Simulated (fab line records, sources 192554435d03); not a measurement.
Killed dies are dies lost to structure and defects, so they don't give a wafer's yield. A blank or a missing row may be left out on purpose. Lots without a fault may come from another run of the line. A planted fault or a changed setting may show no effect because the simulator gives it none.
Split-lot experiment | flow n5_finfet | 7 lots, 39 wafers read, on a route of 1938 steps

THE SPLIT
At N5_FIN_SAQP_HM_DEP_72 (deposits SiO2 from SiH4/N2O, target thk 12 nm, time 7.2 s), the setting time_s was moved away from the recipe's 7.2 s on 18 of the 39 wafers read, by -58.8% to +42.5%. The other wafers ran this setting at the recipe's value.

FROM THE SPLIT TO THE READING: what the file shows between them, 4 steps
- N5_FIN_SAQP_COAT_49: time 60 s, resist thk 100 nm
- N5_FIN_SAQP_COAT_50: time 60 s, resist thk 35 nm
- N5_FIN_SAQP_ETCH_52: etches SOC in N2/H2, target depth 100 nm, overetch 20 nm, time 150 s
- N5_FIN_SAQP_STRIP_53: strips in N2/H2

THE READING
etch.depth_nm (the simulator's own value, which no gauge read), in nm, at N5_FIN_SAQP_HM_OPEN_73 (chemistry CHF3/O2, target SiO2, stops on a-Si, target depth 12 nm, time 16.8 s). The file gives no usual value for it. The 21 wafers here that ran the recipe average 12.010 nm, standard deviation 0.2 nm.

wafer  | tool, chamber at the split | time_s as run, s | against the recipe | etch.depth_nm, nm | against lot-mates on the recipe
L074.1 | pecvd-03, 0                | 10.05            | +39.6%             | 16.52             | +4.557
L074.2 | pecvd-03, 1                | 10.05            | +39.6%             | 16.67             | +4.707
L074.3 | pecvd-03, 2                | 7.2              | recipe             | 11.71             | -
L074.4 | pecvd-03, 1                | 10.05            | +39.6%             | 17.03             | +5.067
L074.5 | pecvd-03, 0                | 7.2              | recipe             | 12.27             | -
L074.6 | pecvd-03, 2                | 7.2              | recipe             | 11.91             | -
L077.1 | pecvd-03, 1                | 7.2              | recipe             | 12.02             | -
L077.2 | pecvd-03, 0,2              | 9.876            | +37.2%             | 16.6              | +4.440
L077.5 | pecvd-03, 0,2              | 9.876            | +37.2%             | 16.6              | +4.440
L077.3 | pecvd-03, 2                | 9.876            | +37.2%             | 16.51             | +4.350
L077.4 | pecvd-03, 0                | 7.2              | recipe             | 12.2              | -
L077.6 | pecvd-03, 1                | 7.2              | recipe             | 12.26             | -
L082.1 | pecvd-04, 0                | 7.2              | recipe             | 11.62             | -
L082.2 | pecvd-04, 2                | 9.011            | +25.2%             | 14.9              | +3.020
L082.3 | pecvd-04, 1                | 7.2              | recipe             | 11.99             | -
L082.4 | pecvd-04, 2,1              | 9.011            | +25.2%             | 15.17             | +3.290
L082.6 | pecvd-04, 2,1              | 9.011            | +25.2%             | 15.17             | +3.290
L082.5 | pecvd-04, 0                | 7.2              | recipe             | 12.03             | -
L088.1 | pecvd-02, 2                | 10.26            | +42.5%             | 17.14             | +5.120
L088.2 | pecvd-02, 0                | 10.26            | +42.5%             | 16.67             | +4.650
L088.3 | pecvd-02, 1                | 7.2              | recipe             | 11.81             | -
L088.4 | pecvd-02, 1                | 10.26            | +42.5%             | 17.15             | +5.130
L088.5 | pecvd-02, 0                | 7.2              | recipe             | 12.04             | -
L088.6 | pecvd-02, 2                | 7.2              | recipe             | 12.21             | -
L089.1 | pecvd-03, 0                | 2.968            | -58.8%             | 5.037             | -6.823
L089.2 | pecvd-03, 1                | 7.2              | recipe             | 11.78             | -
L089.3 | pecvd-03, 2                | 7.2              | recipe             | 11.8              | -
L089.4 | pecvd-03, 0                | 7.2              | recipe             | 12                | -
L089.5 | pecvd-03, 1                | 2.968            | -58.8%             | 4.933             | -6.927
L089.6 | pecvd-03, 2                | 2.968            | -58.8%             | 4.924             | -6.936
L093.1 | pecvd-03, 0                | 7.2              | recipe             | 11.83             | -
L093.4 | pecvd-03, 2                | 7.2              | recipe             | 12.05             | -
L093.5 | pecvd-03, 1                | 7.2              | recipe             | 11.97             | -
L095.1 | pecvd-04, 2                | 7.2              | recipe             | 12.02             | -
L095.2 | pecvd-04, 1                | 4.657            | -35.3%             | 7.803             | -4.437
L095.3 | pecvd-04, 1                | 7.2              | recipe             | 12.32             | -
L095.4 | pecvd-04, 2                | 4.657            | -35.3%             | 7.931             | -4.309
L095.5 | pecvd-04, 1                | 7.2              | recipe             | 12.38             | -
L095.6 | pecvd-04, 2                | 4.657            | -35.3%             | 7.885             | -4.355
Where a row lists several chambers, the file gives one row for several wafers and doesn't say which wafer went through which chamber.

THE FIT
A straight line over all 39 wafers: etch.depth_nm changes by +0.119 nm for each +1% of time_s; r = +1.00; the points scatter about the line by 0.19 nm.
The same after taking each lot's own level away (the mean of its wafers on the recipe; 39 wafers): +0.119 nm for each +1%; r = +1.00; scatter 0.18 nm.
On that fit, the largest move of time_s shifts the reading by 7 nm.
The lots' own levels span 11.8600 to 12.2400 nm, that is 1.9 times the standard deviation above.
So the lot-to-lot level changes the slope little: the two slopes agree.
Check: with one of the wafers moved furthest among these (-58.8%) left out of the fit, the line predicts -7.04 nm for it against its lot-mates. It came out at -6.82 nm against them.

OTHER SPLITS ON THESE WAFERS
These wafers also went through other splits before the reading. Each is held against what the fit with the lots' levels taken away leaves over:
other split on the same wafers          | wafers away from the commonest value | r with etch.depth_nm (lot level and that fit taken away)
N5_ZERO_LAYER_DEVELOP_10 develop_time_s | 18                                   | +0.06

THE WHOLE CHAIN: every reading that the file lists as answering this split, in the file's order
step                   | what it does                                                                   | reading                                                                            | change (the file's fit)               | r (the file's)
N5_FIN_SAQP_HM_DEP_72  | deposits SiO2 from SiH4/N2O, target thk 12 nm, time 7.2 s                      | SiO2_of_FIN_SAQP_HM_DEP_72.thk_nm (the simulator's own value, which no gauge read) | +0.119 nm for each +1% of the setting | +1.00
N5_FIN_SAQP_HM_OPEN_73 | chemistry CHF3/O2, target SiO2, stops on a-Si, target depth 12 nm, time 16.8 s | etch.depth_nm (the simulator's own value, which no gauge read)                     | +0.119 nm for each +1% of the setting | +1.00

THE FILE'S OWN FIT
etch.depth_nm changes by +0.119 nm for each +1% of time_s, r = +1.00.
